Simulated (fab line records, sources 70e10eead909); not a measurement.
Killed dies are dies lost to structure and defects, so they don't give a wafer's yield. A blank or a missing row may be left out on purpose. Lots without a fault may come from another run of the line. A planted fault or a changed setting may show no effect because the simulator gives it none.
Chamber matching | flow nand_harc | NHARC_A_WL_FILL_ALD_00 on ald_hk-01: 4 sister chambers
The step deposits Al2O3, target thk 3 nm, pulse time 3 s, ald cycles 30. 4 wafers are shown with their chamber, then 10 later ones without.

WAFERS WITH THEIR CHAMBER
wafer  | chamber | heater_power_w (W)
L084.2 | 0       | 456
L084.4 | 3       | 424
L089.2 | 1       | 405
L089.3 | 2       | 410

WAFERS WITHOUT THEIR CHAMBER
wafer  | heater_power_w (W)
L089.4 | 426
L089.1 | 422
L089.5 | 415
L089.6 | 411
L094.1 | 431
L094.2 | 412
L094.5 | 417
L094.3 | 423
L094.4 | 421
L094.6 | 425

WHICH CHAMBER EACH WENT THROUGH
wafer  | from the rows above          | in truth
L089.4 | 3                            | 3
L089.1 | 3                            | 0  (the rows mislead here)
L089.5 | can't be placed: 2 or 3 or 1 | 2
L089.6 | can't be placed: 2 or 1      | 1
L094.1 | 3                            | 3
L094.2 | can't be placed: 2 or 1      | 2
L094.5 | can't be placed: 2 or 3 or 1 | 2
L094.3 | 3                            | 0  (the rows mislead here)
L094.4 | 3                            | 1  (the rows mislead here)
L094.6 | 3                            | 3
Placed correctly: 3 of 10. Can't be placed from these rows: 4 (the true chamber is among the candidates in 4). Placed wrongly: 3.
How it was worked out, from the rows above alone: a wafer's distance from a chamber is the root of the sum, over the readings, of the square of ((its reading less the chamber's mean) divided by the reading's scatter). The wafer belongs to the nearest chamber; if the next one is less than 2 further off, it can't be placed. A chamber's mean is the mean of its shown wafers. The scatter: with one shown wafer a chamber, the root of the mean of the squares of how far each hidden wafer lies from its nearest shown one.
